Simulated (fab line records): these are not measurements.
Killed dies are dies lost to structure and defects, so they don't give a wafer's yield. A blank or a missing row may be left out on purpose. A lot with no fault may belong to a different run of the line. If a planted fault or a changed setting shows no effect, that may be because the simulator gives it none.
Commonality check across tools -- flow nand harc -- Lots sampled 12, wafers sampled 36

WHY THIS WAS OPENED
On 2 of the 12 lots, a flag is raised at NHARC_P_STI_INSPECT_25 on the reading raw defect count. Fault-free wafers read 205, with a standard deviation of 82.
Rule: a lot is flagged in two cases, either no wafer of it has a number, or all its wafers with numbers fall more than 4 standard deviations from that mean. All remaining lots are regarded as sound.

lot,measured,on,"raw defect count, wafer by wafer",flag
L669,day 3 19:31,defect inspect-02,300 250 171,
L672,day 4 12:03,defect inspect-01,167 222 222,
L670,day 4 12:04,defect inspect-01,323 188 213,
L675,day 4 23:52,defect inspect-01,196 269 225,
L674,day 4 23:52,defect inspect-02,233 136 232,
L677,day 5 11:05,defect inspect-02,282 338 257,
L676,day 5 11:05,defect inspect-01,135 208 112,
L678,day 6 00:23,defect inspect-02,1278 1308 1481,FLAGGED
L679,day 6 00:23,defect inspect-01,1363 1592 1521,FLAGGED
L688,day 8 16:38,defect inspect-02,197 246 195,
L691,day 9 08:12,defect inspect-02,253 204 190,
L692,day 9 08:12,defect inspect-01,243 166 200,
Average over the flagged lots: 1424; offset from the usual +1219, equal to +15 standard deviations.

WHICH TOOL RAN EACH LOT
Before the reading, the record contains 2 process steps out of a 1159-step route. Cell contents, in order: the tool; ch with the chambers the sampled wafers went through; the start.
lot,flag,NHARC_P_STI_ETCH_31,NHARC_P_STI_OXIDE_40
L669,,"rie diel-13 ch 1,2, day 2 13:47 or earlier","furnace-02 ch 0, day 3 15:31"
L672,,"rie diel-02 ch 1,3, day 3 02:07 or earlier","furnace-02 ch 0, day 4 07:58"
L670,,"rie diel-03 ch 0,1, day 3 02:26 or earlier","furnace-02 ch 0, day 4 07:58"
L675,,"rie diel-13 ch 1,2,3, day 4 00:10 or earlier","furnace-02 ch 0, day 4 19:51"
L674,,"rie diel-03 ch 0,2, day 3 19:34 or earlier","furnace-02 ch 0, day 4 19:51"
L677,,"rie diel-13 ch 0,1,3, day 4 08:22 or earlier","furnace-04 ch 0, day 5 06:59"
L676,,"rie diel-02 ch 0,1,2, day 4 08:12 or earlier","furnace-04 ch 0, day 5 06:59"
L678,FLAGGED,"rie diel-03 ch 0,1,2, day 4 20:25 or earlier","furnace-04 ch 0, day 5 20:20"
L679,FLAGGED,"rie diel-02 ch 1,2, day 4 20:37 or earlier","furnace-04 ch 0, day 5 20:20"
L688,,"rie diel-03 ch 0,1,3, day 7 08:41 or earlier","furnace-05 ch 0, day 8 12:33"
L691,,"rie diel-13 ch 0,2, day 8 02:04 or earlier","furnace-05 ch 0, day 9 04:06"
L692,,"rie diel-02 ch 0,1,2, day 8 01:53 or earlier","furnace-05 ch 0, day 9 04:06"
What the steps here do:
- NHARC_P_STI_ETCH_31: etches the open film in CF4/CHF3, target depth 108.9 nm, time 54.5 s.
- NHARC_P_STI_OXIDE_40: material SiO2, target thk 10 nm, ox time 1362 s.
- NHARC_P_STI_INSPECT_25

FLAGGED OVER TOTAL, TOOL BY TOOL (the gauges that took the reading come last)
step,tool,lots run,flagged,share of the flagged lots,sound lots run after its first flagged lot
NHARC_P_STI_ETCH_31,rie diel-02,4,1,some,1 (L692)
NHARC_P_STI_ETCH_31,rie diel-03,4,1,some,1 (L688)
NHARC_P_STI_ETCH_31,rie diel-13,4,0,none,-
NHARC_P_STI_OXIDE_40,furnace-02,5,0,none,-
NHARC_P_STI_OXIDE_40,furnace-04,4,2,all,0
NHARC_P_STI_OXIDE_40,furnace-05,3,0,none,-
NHARC_P_STI_INSPECT_25,defect inspect-01,6,1,some,1 (L692)
NHARC_P_STI_INSPECT_25,defect inspect-02,6,1,some,"2 (L688,L691)"
With no start given for some of its lots, NHARC_P_STI_ETCH_31 uses the hours and lot order of NHARC_P_STI_CD_MEAS_16.

WHAT IS ALLOWED BY THE TABLE
1 row of the table ran every flagged lot: furnace-04 at NHARC_P_STI_OXIDE_40.
- furnace-04 at NHARC_P_STI_OXIDE_40 ran 4 lots, 2 of them flagged. Its last sound lot is L676 (day 5 06:59), its first flagged lot L678 (day 5 20:20): a fault that began between those two fits.
Just one tool remains: furnace-04 at NHARC_P_STI_OXIDE_40.

WHAT WAS PUT IN BY THE SIMULATOR
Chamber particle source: furnace-04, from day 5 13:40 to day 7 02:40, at NHARC_P_STI_OXIDE_40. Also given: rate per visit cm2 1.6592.
Lots struck among those shown: L678, L679. The rule above reached the same finding.
